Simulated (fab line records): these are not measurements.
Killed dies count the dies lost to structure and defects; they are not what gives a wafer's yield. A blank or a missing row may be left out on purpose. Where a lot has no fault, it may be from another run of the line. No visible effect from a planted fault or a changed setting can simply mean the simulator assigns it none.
fab line records | flow n5-finfet
record lots=7 | wafers=18 | last-day=18
route steps=1938 shown BEOL_M9@1431 PASSIVATION@1936
lots untouched by any fault: they come from a run of this same line in which no faults occurred
start-h: start of the lot's first displayed wafer, in hours after the record's first day | wait-h: hours from the lot's prior step to this one | " same as the row above | L1.1+2: one row covering several wafers at once | - no value, or no start given | * or withheld: withheld | < > ~ a bound
route shown NAME@n: a module of which the file shows steps, and the number in the route of the first | usual: average and standard deviation across the fault-free wafers | same: alike in all rows | chamber/n: place in a boat | sites: each site's reading | _std_site: how widely they spread, as a standard deviation | _edge_site: the outer-site mean with the inner-site mean subtracted | radius-mm: how far each site lies from the wafer's centre | mask NAME#n: copy n | behind: the tool/chamber that last shaped the wafer | hold: the reason the lot was held/the length of the hold in hours/how it ended | device: transistor that didn't switch, given as n, p or np | end of line: the same wafers' tests at the end of the route | for a step that has no rows: nothing shown but its recipe | killed: the dies lost at the first sort to structure and to defects; this is not the yield of the wafer | map: per-die view of a wafer (x killed, . not killed, _ where there is no die)
set.NAME: the setting as run; set.NAME@STEP: as run at that earlier step | model.NAME: the simulator's own value behind a step, which no gauge read
lots at selected steps of the route; one table per step, one row per wafer
services: when a tool's chamber went out of use (start-h, in hours from the record's first day, below 0 if earlier), for how many hours, and the reason
## steps
# step N5_BEOL_M9_EXPOSE_25
# recipe mask-id=V8 | na=0.33 | source-shape=annular | sigma-inner=0.4 | sigma-outer=0.8 | polarization=unpolarized | dose-mj=37.25
# step N5_BEOL_M9_PEB_26
# recipe peb-temp-c=100 | peb-time-s=60 | resist=CAR-EUV
# step N5_BEOL_M9_DEVELOP_27
# recipe develop-time-s=30 | developer=TMAH | resist=CAR-EUV | rinse-liquid=surfactant-rinse | dry=air-spin | dev-temp-c=23
# step N5_BEOL_M9_CD_MEAS_28
# recipe target-cd-nm=70 | landing-energy-ev=500 | detector=se-inlens | polarity=opening
# usual cd-nm=70.0/0.33
lot.wafer | tool      | chamber | start-h | wait-h | cd-nm
L629.1    | cd-sem-01 | 0       | 218.93  | -      | 70.0
L629.4    | "         | 0       | "       | "      | 70.1
L629.6    | "         | 0       | "       | "      | 70.2
L636.3    | cd-sem-03 | 0       | 245.17  | -      | 69.6
L636.4    | "         | 0       | "       | "      | 69.8
L636.5    | "         | 0       | "       | "      | 69.7
L640.1    | cd-sem-01 | 0       | 271.71  | -      | 69.6
L640.2    | "         | 0       | "       | "      | 69.6
L641.1    | cd-sem-03 | 0       | 278.54  | -      | 69.9
L641.5    | "         | 0       | "       | "      | 70.1
L645.2    | cd-sem-02 | 0       | 303.32  | -      | 69.8
L645.4    | "         | 0       | "       | "      | 69.9
L650.1    | cd-sem-02 | 0       | 333.59  | -      | 70.3
L650.5    | "         | 0       | "       | "      | 70.9
L650.6    | "         | 0       | "       | "      | 70.0
L652.1    | cd-sem-01 | 0       | 356.80  | -      | 69.8
L652.3    | "         | 0       | "       | "      | 69.7
L652.5    | "         | 0       | "       | "      | 69.8
# step N5_BEOL_M9_OVL_MEAS_29
# recipe points-per-wafer=522
# usual V8_OVL=-0.2/0.64
lot.wafer | tool       | chamber | start-h | wait-h | V8_OVL[nm]
L629.1    | overlay-01 | 0       | 218.96  | 0.0    | -0.9
L629.4    | "          | 0       | "       | "      | -0.7
L629.6    | "          | 0       | "       | "      | -0.1
L636.3    | overlay-01 | 0       | 245.21  | 0.0    | -0.3
L636.4    | "          | 0       | "       | "      | -0.8
L636.5    | "          | 0       | "       | "      | -0.2
L640.1    | overlay-02 | 0       | 271.74  | 0.0    | -1.1
L640.2    | "          | 0       | "       | "      | -0.1
L641.1    | overlay-01 | 0       | 278.57  | 0.0    | -0.2
L641.5    | "          | 0       | "       | "      | -0.2
L645.2    | overlay-01 | 0       | 303.36  | 0.0    | 0.4
L645.4    | "          | 0       | "       | "      | 0.5
L650.1    | overlay-01 | 0       | 333.62  | 0.0    | 0.0
L650.5    | "          | 0       | "       | "      | 0.0
L650.6    | "          | 0       | "       | "      | -1.0
L652.1    | overlay-01 | 0       | 356.83  | 0.0    | -0.8
L652.3    | "          | 0       | "       | "      | -0.1
L652.5    | "          | 0       | "       | "      | -0.3
# step N5_BEOL_M9_INSPECT_30
# recipe mode=adi | inspect-instrument=brightfield
# usual raw-defect-count=435/98
lot.wafer | tool              | chamber | start-h | wait-h | raw-defect-count
L629.1    | defect-inspect-02 | -       | 219.02  | 0.1    | 371
L629.4    | "                 | -       | "       | "      | 572
L629.6    | "                 | -       | "       | "      | 320
L636.3    | defect-inspect-01 | -       | 245.26  | 0.0    | 313
L636.4    | "                 | -       | "       | "      | 296
L636.5    | "                 | -       | "       | "      | 416
L640.1    | defect-inspect-02 | -       | 271.80  | 0.1    | 721
L640.2    | "                 | -       | "       | "      | 562
L641.1    | defect-inspect-02 | -       | 278.63  | 0.1    | 423
L641.5    | "                 | -       | "       | "      | 467
L645.2    | defect-inspect-02 | -       | 303.42  | 0.1    | 416
L645.4    | "                 | -       | "       | "      | 442
L650.1    | defect-inspect-02 | -       | 333.68  | 0.1    | 367
L650.5    | "                 | -       | "       | "      | 358
L650.6    | "                 | -       | "       | "      | 437
L652.1    | defect-inspect-02 | -       | 356.89  | 0.1    | 303
L652.3    | "                 | -       | "       | "      | 424
L652.5    | "                 | -       | "       | "      | 337
# step N5_BEOL_M9_DESCUM_33
# recipe chemistry=O2 | time-s=7 | source-power-w=50 | bias-power-w=20 | pressure-mtorr=20 | rf-frequency-hz=2.712e+07 | temp-c=40 | resist=CAR-EUV | o2-flow-sccm=225
# usual drypump-motor-current-A=5.9/0.46 | oes-product-au=0.78/0.091 | rf-vpp-V=243.1/1.5 | showerhead-plenum-p-Torr=2.11/0.086 | temp-c=39.99/0.11 | throttle-valve-pct=20.4/0.4
lot.wafer | tool        | chamber | start-h | wait-h | drypump-motor-current-A | oes-product-au | rf-hours-counter-h | rf-vpp-V | showerhead-plenum-p-Torr | temp-c | throttle-valve-pct
L629.1    | rie-diel-01 | 0       | 219.05  | 0.0    | 5.6                     | 0.86           | 41                 | 242.0    | 2.11                     | 40.00  | 19.7
L629.4    | "           | 1       | "       | "      | 5.5                     | 0.72           | -                  | 245.4    | 2.19                     | 40.03  | 20.9
L629.6    | "           | 0       | "       | "      | 5.6                     | 0.86           | -                  | 244.6    | 2.11                     | 40.17  | 19.7
L636.3    | rie-diel-06 | 0       | 245.29  | 0.0    | 6.7                     | 0.69           | 212                | 243.7    | 2.17                     | 40.00  | 20.6
L636.4    | "           | 2       | "       | "      | 6.1                     | 0.71           | 206                | 240.9    | 2.01                     | 39.95  | 21.0
L636.5    | "           | 0       | "       | "      | 6.7                     | 0.69           | -                  | 244.2    | 2.17                     | 39.99  | 20.6
L640.1    | rie-diel-01 | 0       | 271.83  | 0.0    | 5.6                     | 0.83           | 60                 | 243.8    | 2.10                     | 39.95  | 19.7
L640.2    | "           | 1       | "       | "      | 5.5                     | 0.70           | 218                | 244.1    | 2.19                     | 39.91  | 20.9
L641.1    | rie-diel-01 | 1       | 278.71  | 0.1    | 5.5                     | 0.69           | 221                | 243.5    | 2.18                     | 39.98  | 20.9
L641.5    | "           | 2       | "       | "      | 5.4                     | 0.70           | -                  | 242.4    | 1.95                     | 39.91  | 20.3
L645.2    | rie-diel-01 | 1       | 303.45  | 0.0    | 5.5                     | 0.71           | 231                | 243.4    | 2.18                     | 39.96  | 20.9
L645.4    | "           | 3       | "       | "      | 6.0                     | 0.95           | -                  | 244.0    | 2.24                     | 39.97  | 20.0
L650.1    | rie-diel-06 | 0       | 333.72  | 0.0    | 6.8                     | 0.68           | 238                | 242.7    | 2.16                     | 39.97  | 20.7
L650.5    | "           | 0       | "       | "      | 6.7                     | 0.67           | -                  | 244.1    | 2.16                     | 39.97  | 20.7
L650.6    | "           | 1       | "       | "      | 6.5                     | 0.84           | -                  | 241.0    | 2.05                     | 40.07  | 20.4
L652.1    | rie-diel-02 | 3       | 356.93  | 0.0    | 6.2                     | 0.94           | 13                 | 245.6    | 2.24                     | 39.86  | 20.3
L652.3    | "           | 1       | "       | "      | 5.7                     | 0.79           | 83                 | 245.2    | 2.22                     | 39.98  | 20.1
L652.5    | "           | 2       | "       | "      | 5.1                     | 0.75           | -                  | 242.8    | 2.09                     | 40.09  | 20.5
# step N5_BEOL_M9_ETCH_76
# recipe chemistry=N2/H2 | target=underlayer | target-depth-a=65 | mask-material=CAR-EUV | time-s=5.2 | ion-energy-ev=200 | pressure-mtorr=30 | source-w=840 | bias-w=150 | n2-flow-sccm=200 | h2-flow-sccm=200 | ends=cleared
# usual drypump-motor-current-A=5.9/0.46 | etch-rf-on-time-s=5.36/0.14 | h2-flow-sccm=200.1/0.58 | oes-product-au=0.66/0.079 | rf-vpp-V=524/3 | showerhead-plenum-p-Torr=2.55/0.1 | throttle-valve-pct=17.8/0.34
lot.wafer | tool        | chamber | start-h | wait-h | drypump-motor-current-A | etch-rf-on-time-s | h2-flow-sccm | oes-product-au | rf-hours-counter-h | rf-vpp-V | showerhead-plenum-p-Torr | throttle-valve-pct
L629.1    | rie-diel-01 | 0       | 219.09  | 0.0    | 5.6                     | 5.21              | 200.1        | 0.74           | 41                 | 524      | 2.59                     | 17.3
L629.4    | "           | 1       | "       | "      | 5.5                     | 5.22              | 199.8        | 0.62           | -                  | 526      | 2.63                     | 18.0
L629.6    | "           | 0       | "       | "      | 5.6                     | 5.22              | 199.9        | 0.75           | -                  | 525      | 2.59                     | 17.3
L636.3    | rie-diel-06 | 0       | 245.32  | 0.0    | 6.8                     | 5.54              | 199.3        | 0.58           | 212                | 526      | 2.62                     | 17.9
L636.4    | "           | 2       | "       | "      | 6.1                     | 5.38              | 199.6        | 0.59           | 206                | 521      | 2.44                     | 18.5
L636.5    | "           | 0       | "       | "      | 6.8                     | 5.55              | 201.2        | 0.58           | -                  | 524      | 2.62                     | 18.0
L640.1    | rie-diel-01 | 0       | 271.87  | 0.0    | 5.6                     | 5.22              | 198.3        | 0.72           | 60                 | 526      | 2.58                     | 17.3
L640.2    | "           | 1       | "       | "      | 5.5                     | 5.34              | 200.1        | 0.60           | 218                | 527      | 2.62                     | 18.1
L641.1    | rie-diel-01 | 1       | 278.74  | 0.0    | 5.5                     | 5.30              | 199.9        | 0.60           | 221                | 526      | 2.62                     | 18.1
L641.5    | "           | 2       | "       | "      | 5.4                     | 5.20              | 199.8        | 0.61           | -                  | 519      | 2.39                     | 17.9
L645.2    | rie-diel-01 | 1       | 303.49  | 0.0    | 5.5                     | 5.25              | 200.9        | 0.59           | 231                | 527      | 2.61                     | 18.1
L645.4    | "           | 3       | "       | "      | 6.0                     | 5.37              | 199.0        | 0.80           | -                  | 528      | 2.72                     | 17.5
L650.1    | rie-diel-06 | 0       | 333.75  | 0.0    | 6.8                     | 5.57              | 200.2        | 0.56           | 238                | 525      | 2.61                     | 18.0
L650.5    | "           | 0       | "       | "      | 6.8                     | 5.59              | 199.2        | 0.57           | -                  | 525      | 2.61                     | 18.0
L650.6    | "           | 1       | "       | "      | 6.4                     | 5.38              | 200.4        | 0.70           | -                  | 523      | 2.48                     | 17.7
L652.1    | rie-diel-02 | 3       | 356.96  | 0.0    | 6.2                     | 5.27              | 200.5        | 0.81           | 13                 | 529      | 2.72                     | 17.7
L652.3    | "           | 1       | "       | "      | 5.7                     | 5.34              | 200.9        | 0.69           | 83                 | 527      | 2.69                     | 17.5
L652.5    | "           | 2       | "       | "      | 5.1                     | 5.59              | 199.8        | 0.61           | -                  | 523      | 2.52                     | 17.8
# step N5_BEOL_M9_ETCH_65
# recipe chemistry=CF4 | target=SiARC | target-depth-a=156 | mask-material=CAR-EUV | time-s=26 | ion-energy-ev=80 | pressure-mtorr=40 | source-w=545 | bias-w=36 | Ar_flow_sccm=100 | cf4-flow-sccm=100 | ends=cleared
# usual drypump-motor-current-A=5.9/0.46 | etch-rf-on-time-s=26.8/0.6 | oes-product-au=0.66/0.079 | rf-vpp-V=184.1/1.4 | showerhead-plenum-p-Torr=2.14/0.077 | throttle-valve-pct=15.6/0.3
lot.wafer | tool        | chamber | start-h | wait-h | drypump-motor-current-A | etch-rf-on-time-s | oes-product-au | rf-hours-counter-h | rf-vpp-V | showerhead-plenum-p-Torr | throttle-valve-pct
L629.1    | rie-diel-01 | 0       | 219.10  | 0.0    | 5.6                     | 26.5              | 0.74           | 41                 | 184.4    | 2.17                     | 15.1
L629.4    | "           | 1       | "       | "      | 5.5                     | 26.2              | 0.61           | -                  | 184.6    | 2.21                     | 15.8
L629.6    | "           | 0       | "       | "      | 5.6                     | 26.5              | 0.74           | -                  | 183.6    | 2.17                     | 15.1
L636.3    | rie-diel-06 | 0       | 245.34  | 0.0    | 6.8                     | 27.3              | 0.58           | 212                | 185.1    | 2.19                     | 15.7
L636.4    | "           | 2       | "       | "      | 6.1                     | 27.0              | 0.59           | 206                | 182.9    | 2.03                     | 16.0
L636.5    | "           | 0       | "       | "      | 6.8                     | 27.1              | 0.58           | -                  | 186.9    | 2.19                     | 15.7
L640.1    | rie-diel-01 | 0       | 271.88  | 0.0    | 5.6                     | 26.1              | 0.73           | 60                 | 184.7    | 2.16                     | 15.1
L640.2    | "           | 1       | "       | "      | 5.5                     | 26.6              | 0.59           | 218                | 184.5    | 2.20                     | 15.8
L641.1    | rie-diel-01 | 1       | 278.76  | 0.0    | 5.5                     | 26.4              | 0.60           | 221                | 186.3    | 2.20                     | 15.8
L641.5    | "           | 2       | "       | "      | 5.4                     | 26.2              | 0.59           | -                  | 182.4    | 2.04                     | 15.7
L645.2    | rie-diel-01 | 1       | 303.50  | 0.0    | 5.5                     | 25.8              | 0.60           | 231                | 184.0    | 2.20                     | 15.9
L645.4    | "           | 3       | "       | "      | 6.0                     | 26.5              | 0.79           | -                  | 187.2    | 2.27                     | 15.2
L650.1    | rie-diel-06 | 0       | 333.77  | 0.0    | 6.7                     | 27.3              | 0.57           | 238                | 185.2    | 2.18                     | 15.7
L650.5    | "           | 0       | "       | "      | 6.8                     | 27.7              | 0.57           | -                  | 184.9    | 2.18                     | 15.7
L650.6    | "           | 1       | "       | "      | 6.5                     | 26.9              | 0.71           | -                  | 183.2    | 2.08                     | 15.4
L652.1    | rie-diel-02 | 3       | 356.98  | 0.0    | 6.2                     | 26.1              | 0.81           | 13                 | 185.7    | 2.28                     | 15.4
L652.3    | "           | 1       | "       | "      | 5.7                     | 26.6              | 0.69           | 83                 | 185.3    | 2.24                     | 15.2
L652.5    | "           | 2       | "       | "      | 5.1                     | 27.0              | 0.63           | -                  | 184.7    | 2.14                     | 15.7
# step N5_BEOL_M9_ETCH_66
# recipe chemistry=N2/H2 | target=SOC | target-depth-a=800 | overetch-a=160 | mask-material=SiARC | temp-c=40 | time-s=120 | ion-energy-ev=200 | pressure-mtorr=30 | source-w=840 | bias-w=150 | n2-flow-sccm=200 | h2-flow-sccm=200
# usual drypump-motor-current-A=5.9/0.46 | h2-flow-sccm=200.0/0.5 | oes-product-au=0.60/0.07 | rf-vpp-V=524.1/2.9 | showerhead-plenum-p-Torr=2.55/0.1 | temp-c=40.00/0.13 | throttle-valve-pct=17.8/0.34
lot.wafer | tool        | chamber | start-h | wait-h | drypump-motor-current-A | h2-flow-sccm | oes-product-au | rf-hours-counter-h | rf-vpp-V | showerhead-plenum-p-Torr | temp-c | throttle-valve-pct
L629.1    | rie-diel-01 | 0       | 219.13  | 0.0    | 5.7                     | 200.0        | 0.68           | 41                 | 523.1    | 2.59                     | 39.85  | 17.3
L629.4    | "           | 1       | "       | "      | 5.5                     | 200.1        | 0.55           | -                  | 526.3    | 2.63                     | 40.16  | 18.0
L629.6    | "           | 0       | "       | "      | 5.7                     | 199.1        | 0.67           | -                  | 525.5    | 2.59                     | 40.07  | 17.3
L636.3    | rie-diel-06 | 0       | 245.37  | 0.0    | 6.8                     | 200.4        | 0.54           | 212                | 525.0    | 2.62                     | 39.98  | 17.9
L636.4    | "           | 2       | "       | "      | 6.1                     | 200.5        | 0.53           | 206                | 519.8    | 2.44                     | 39.94  | 18.5
L636.5    | "           | 0       | "       | "      | 6.8                     | 200.3        | 0.54           | -                  | 527.1    | 2.62                     | 40.01  | 17.9
L640.1    | rie-diel-01 | 0       | 271.91  | 0.0    | 5.7                     | 199.8        | 0.65           | 60                 | 525.1    | 2.58                     | 39.88  | 17.3
L640.2    | "           | 1       | "       | "      | 5.5                     | 200.3        | 0.55           | 218                | 526.4    | 2.62                     | 39.95  | 18.1
L641.1    | rie-diel-01 | 1       | 278.79  | 0.0    | 5.5                     | 200.2        | 0.55           | 221                | 527.1    | 2.62                     | 39.98  | 18.1
L641.5    | "           | 2       | "       | "      | 5.5                     | 200.5        | 0.54           | -                  | 519.4    | 2.39                     | 39.88  | 17.8
L645.2    | rie-diel-01 | 1       | 303.53  | 0.0    | 5.5                     | 200.5        | 0.54           | 231                | 525.5    | 2.61                     | 39.88  | 18.1
L645.4    | "           | 3       | "       | "      | 6.0                     | 199.8        | 0.72           | -                  | 529.4    | 2.73                     | 40.11  | 17.4
L650.1    | rie-diel-06 | 0       | 333.80  | 0.0    | 6.8                     | 201.3        | 0.53           | 238                | 524.9    | 2.61                     | 39.89  | 18.0
L650.5    | "           | 0       | "       | "      | 6.8                     | 200.0        | 0.53           | -                  | 526.0    | 2.61                     | 40.10  | 18.0
L650.6    | "           | 1       | "       | "      | 6.5                     | 201.2        | 0.64           | -                  | 521.5    | 2.48                     | 40.15  | 17.7
L652.1    | rie-diel-02 | 3       | 357.00  | 0.0    | 6.2                     | 200.1        | 0.73           | 13                 | 526.9    | 2.72                     | 40.01  | 17.7
L652.3    | "           | 1       | "       | "      | 5.8                     | 200.5        | 0.63           | 83                 | 527.1    | 2.69                     | 39.99  | 17.5
L652.5    | "           | 2       | "       | "      | 5.1                     | 200.8        | 0.58           | -                  | 524.8    | 2.52                     | 39.97  | 17.8
# step N5_BEOL_M9_STRIP_69
# recipe chemistry=N2/H2 | temp-c=40 | n2-flow-sccm=200 | h2-flow-sccm=200 | rf-frequency-hz=6e+07
# step N5_BEOL_M9_STRIP_77
# recipe chemistry=N2/H2 | temp-c=40 | n2-flow-sccm=200 | h2-flow-sccm=200 | rf-frequency-hz=6e+07
# step N5_BEOL_M9_VIA_ETCH_34
# recipe chemistry=C4F6/O2 | target=SiCOH_lowk | target-depth-a=1824 | mask-material=SOC | taper-deg=4 | time-s=68.4 | ion-energy-ev=250 | pressure-mtorr=30 | source-w=345 | bias-w=185 | Ar_flow_sccm=300 | C4F6_flow_sccm=10 | O2_flow_sccm=10
# usual drypump-motor-current-A=5.9/0.46 | oes_f_703_au=0.77/0.087 | oes-product-au=0.77/0.093 | rf-vpp-V=669/16 | showerhead-plenum-p-Torr=2.85/0.1 | throttle-valve-pct=20.85/0.28
lot.wafer | tool        | chamber | start-h | wait-h | drypump-motor-current-A | oes_f_703_au | oes-product-au | rf-hours-counter-h | rf-vpp-V | showerhead-plenum-p-Torr | throttle-valve-pct | model.etch.depth-nm | model.SOC_of_BEOL_M9_COAT_63.thk-nm
L629.1    | rie-diel-01 | 0       | 219.23  | 0.0    | 5.6                     | 0.86         | 0.87           | 41                 | 672      | 2.91                     | 20.42              | 180.5               | 51.6
L629.4    | "           | 1       | "       | "      | 5.5                     | 0.75         | 0.71           | -                  | 656      | 2.93                     | 21.06              | 177.3               | 51
L629.6    | "           | 0       | "       | "      | 5.6                     | 0.87         | 0.86           | -                  | 676      | 2.91                     | 20.42              | 180.3               | 51.4
L636.3    | rie-diel-06 | 0       | 245.47  | 0.0    | 6.8                     | 0.70         | 0.68           | 212                | 649      | 2.91                     | 20.87              | 173.3               | 51
L636.4    | "           | 2       | "       | "      | 6.1                     | 0.68         | 0.69           | 206                | 692      | 2.71                     | 21.32              | 177                 | 51.2
L636.5    | "           | 0       | "       | "      | 6.8                     | 0.70         | 0.68           | -                  | 648      | 2.91                     | 20.88              | 173.2               | 51
L640.1    | rie-diel-01 | 0       | 272.01  | 0.0    | 5.7                     | 0.83         | 0.84           | 60                 | 671      | 2.90                     | 20.45              | 181.8               | 51.4
L640.2    | "           | 1       | "       | "      | 5.5                     | 0.74         | 0.93           | 218                | 657      | 2.92                     | 21.18              | 272.3               | 46.6
L641.1    | rie-diel-01 | 1       | 278.89  | 0.0    | 5.5                     | 0.74         | 0.70           | 221                | 656      | 2.92                     | 21.10              | 175.9               | 51
L641.5    | "           | 2       | "       | "      | 5.5                     | 0.68         | 0.92           | -                  | 692      | 2.70                     | 21.00              | 275.7               | 46.8
L645.2    | rie-diel-01 | 1       | 303.63  | 0.0    | 5.5                     | 0.73         | 0.93           | 231                | 656      | 2.91                     | 21.20              | 275.5               | 46.2
L645.4    | "           | 3       | "       | "      | 6.0                     | 0.92         | 0.94           | -                  | 673      | 3.00                     | 20.33              | 178.4               | 51.2
L650.1    | rie-diel-06 | 0       | 333.90  | 0.0    | 6.7                     | 0.68         | 0.66           | 238                | 649      | 2.90                     | 20.91              | 171.7               | 51.4
L650.5    | "           | 0       | "       | "      | 6.8                     | 0.68         | 0.66           | -                  | 646      | 2.89                     | 20.92              | 173.4               | 51.4
L650.6    | "           | 1       | "       | "      | 6.5                     | 0.82         | 0.82           | -                  | 657      | 2.78                     | 20.79              | 177.3               | 51.4
L652.1    | rie-diel-02 | 3       | 357.11  | 0.0    | 6.2                     | 0.96         | 0.94           | 13                 | 668      | 3.05                     | 20.87              | 178.7               | 51
L652.3    | "           | 1       | "       | "      | 5.7                     | 0.80         | 0.81           | 83                 | 692      | 3.00                     | 20.54              | 178.3               | 51.2
L652.5    | "           | 2       | "       | "      | 5.1                     | 0.73         | 0.73           | -                  | 648      | 2.86                     | 21.06              | 173.2               | 51.2
# step N5_BEOL_M9_STRIP_73
# recipe chemistry=C4F6/O2 | resist=SiARC | rf-frequency-hz=6e+07
# step N5_PASSIVATION_PROBE_49
# usual defect-limited-yield=91.7/1.4 | killed_at_M0_to_M3=32/9.7 | killed_at_M4_up=14/5.5 | killed-at-contacts=13/6.1 | killed-at-front-end=35/10 | killed-at-other=4.2/2.9 | killed-dies=98/17 | killed-open=63/12 | killed-short=32/7.7 | sort_bin_5_function=4.8/0.9 | sort_bin_6_memory=3.1/0.63 | sort_bin_8_speed=1/3.3 | sort-n-pass=1073/41 | sort-yield-pct=91/3.5
# same gross-dies=1180 | killed-at-back-side=0 | sort_bin_4_leakage[%]=0
lot.wafer | tool      | chamber | start-h | wait-h | defect-limited-yield[%] | killed_at_M0_to_M3 | killed_at_M4_up | killed-at-contacts | killed-at-front-end | killed-at-other | killed-dies | killed-open | killed-short | sort_bin_5_function[%] | sort_bin_6_memory[%] | sort_bin_8_speed[%] | sort-n-pass | sort-yield-pct[%]
L629.1    | prober-02 | -       | 276.59  | 0.3    | 91.0                    | 33                 | 22              | 12                 | 37                  | 2               | 106         | 73          | 30           | 5.6                    | 3.2                  | 0                   | 1074        | 91
L629.4    | prober-02 | -       | 276.74  | 0.4    | 92.4                    | 27                 | 18              | 7                  | 35                  | 3               | 90          | 61          | 29           | 4.6                    | 3.0                  | 0                   | 1090        | 92
L629.6    | prober-02 | -       | 276.84  | 0.5    | 92.1                    | 28                 | 23              | 7                  | 33                  | 2               | 93          | 59          | 28           | 4.3                    | 2.9                  | 0                   | 1087        | 92
L636.3    | prober-01 | -       | 305.68  | 0.1    | 89.5                    | 44                 | 11              | 11                 | 53                  | 5               | 124         | 60          | 54           | 6.6                    | 3.6                  | 0                   | 1056        | 89
L636.4    | prober-01 | -       | 305.73  | 0.2    | 92.3                    | 50                 | 9               | 5                  | 19                  | 8               | 91          | 57          | 25           | 4.7                    | 2.7                  | 0                   | 1089        | 92
L636.5    | prober-01 | -       | 305.78  | 0.2    | 92.1                    | 31                 | 12              | 7                  | 38                  | 5               | 93          | 64          | 26           | 3.7                    | 3.9                  | 0                   | 1086        | 92
L641.5    | prober-02 | -       | 347.08  | 0.2    | 91.4                    | 34                 | 13              | 7                  | 45                  | 2               | 101         | 67          | 33           | 5.1                    | 2.7                  | 2                   | 1051        | 89
L645.4    | prober-02 | -       | 372.13  | 0.2    | 92.5                    | 28                 | 12              | 13                 | 35                  | 1               | 89          | 60          | 27           | 4.3                    | 2.9                  | 27                  | 774         | 66
# killed by level:class
L629.1 MOL_CONTACT_COAG:geometric-particle:open=9 BEOL_M4:geometric-particle:open=9 FIN_SAQP:geometric-particle:open=7 STI_FIN_REVEAL:geometric-particle:open=7 BEOL_M0_SAQP:geometric-particle:open=7 BEOL_M1:geometric-particle:open=7 BEOL_M3:geometric-particle:open=7 FIN_SAQP:geometric-particle:short=6
L629.4 BEOL_M4:geometric-particle:open=9 ILD0:geometric-particle:open=6 MOL_CONTACT_COAG:geometric-particle:open=6 BEOL_M3:geometric-particle:open=6 FIN_SAQP:geometric-particle:short=5 BEOL_M0_SAQP:geometric-particle:open=5 STI_FIN_REVEAL:geometric-particle:open=4 STARTING-WAFER:geometric-particle:short=4
L629.6 BEOL_M4:geometric-particle:open=12 STI_FIN_REVEAL:geometric-particle:open=10 BEOL_M3:geometric-particle:open=7 HKMG_FIN:area-etch=6 MOL_CONTACT_COAG:geometric-particle:open=5 FIN_SAQP:geometric-particle:short=4 BEOL_M0_SAQP:geometric-particle:short=4 BEOL_M2:geometric-particle:open=4
L636.3 FIN_SAQP:geometric-particle:short=16 BEOL_M0_SAQP:geometric-particle:short=15 FIN_SAQP:geometric-particle:open=10 MOL_CONTACT_COAG:geometric-particle:open=9 BEOL_M0_SAQP:geometric-particle:open=8 FIN_CUT:area-etch=7 BEOL_M1:geometric-particle:open=6 BEOL_M2:geometric-particle:open=5
L636.4 BEOL_M1:geometric-particle:open=15 BEOL_M0_SAQP:geometric-particle:open=8 BEOL_M0_SAQP:geometric-particle:short=8 BEOL_M2:geometric-particle:open=7 BEOL_M3:geometric-particle:open=7 STI_FIN_REVEAL:geometric-particle:open=4 MOL_CONTACT_COAG:geometric-particle:open=3 BEOL_M0:geometric-particle:short=3
L636.5 STI_FIN_REVEAL:geometric-particle:open=12 BEOL_M0_SAQP:geometric-particle:open=11 MOL_CONTACT_COAG:geometric-particle:open=7 BEOL_M0_SAQP:geometric-particle:short=7 BEOL_M4:geometric-particle:open=7 FIN_SAQP:geometric-particle:open=6 BEOL_M1:geometric-particle:short=4 DUMMY_GATE:geometric-particle:open=3
L641.5 STI_FIN_REVEAL:geometric-particle:open=12 BEOL_M0_SAQP:geometric-particle:open=10 BEOL_M0_SAQP:geometric-particle:short=8 GATE_CUT:geometric-particle:short=7 MOL_CONTACT_COAG:geometric-particle:open=6 BEOL_M5:geometric-particle:open=6 FIN_SAQP:geometric-particle:open=5 FIN_SAQP:geometric-particle:short=5
L645.4 MOL_CONTACT_COAG:geometric-particle:open=12 BEOL_M3:geometric-particle:open=8 BEOL_M0_SAQP:geometric-particle:open=6 BEOL_M0_SAQP:geometric-particle:short=6 FIN_SAQP:geometric-particle:short=5 GATE_CUT:geometric-particle:short=5 GATE_CUT:geometric-particle:open=5 BEOL_M2:geometric-particle:open=5
## services
tool        | chamber | start-h | hours | kind
rie-diel-01 | 3       | 198.80  | 7.3   | repair
rie-diel-01 | 3       | 211.77  | 18.5  | repair
rie-diel-01 | 3       | 268.96  | -     | clean
rie-diel-01 | 3       | 268.96  | -     | consumable-replace:focus-ring
rie-diel-01 | 3       | 268.96  | -     | consumable-replace:showerhead
rie-diel-01 | 3       | 268.96  | 16.1  | scheduled-down
rie-diel-01 | 3       | 268.96  | 16.1  | vent-cycle
rie-diel-02 | 3       | 289.51  | -     | clean
rie-diel-02 | 3       | 289.51  | -     | consumable-replace:focus-ring
rie-diel-02 | 3       | 289.51  | -     | consumable-replace:showerhead
rie-diel-02 | 3       | 289.51  | 19.7  | scheduled-down
rie-diel-02 | 3       | 289.51  | 19.7  | vent-cycle
rie-diel-01 | 2       | 294.63  | -     | clean
rie-diel-01 | 2       | 294.63  | -     | consumable-replace:focus-ring
rie-diel-01 | 2       | 294.63  | -     | consumable-replace:showerhead
rie-diel-01 | 2       | 294.63  | 22.6  | scheduled-down
rie-diel-01 | 2       | 294.63  | 22.6  | vent-cycle
rie-diel-06 | 2       | 307.54  | 9.9   | repair
rie-diel-06 | 3       | 329.67  | 5.2   | repair
rie-diel-06 | 2       | 339.05  | 4.8   | repair
## key
first-sign none at tools or gauges
model-effect step=N5_BEOL_M9_VIA_ETCH_34 | value=etch.depth-nm | without=179.4 | struck=274.5
met-at N5_BEOL_M9_VIA_ETCH_34
struck-wafers L640.2,L641.5,L645.2
onset-between 219.23 272.01
fault kind=process-parameter-drift | tool=rie-diel-01 | chamber=- | onset-h=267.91 | steps=N5_BEOL_M9_VIA_ETCH_34 | channel=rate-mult | offset=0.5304 | shape=step | end-h=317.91 | scope=struck-wafers-only
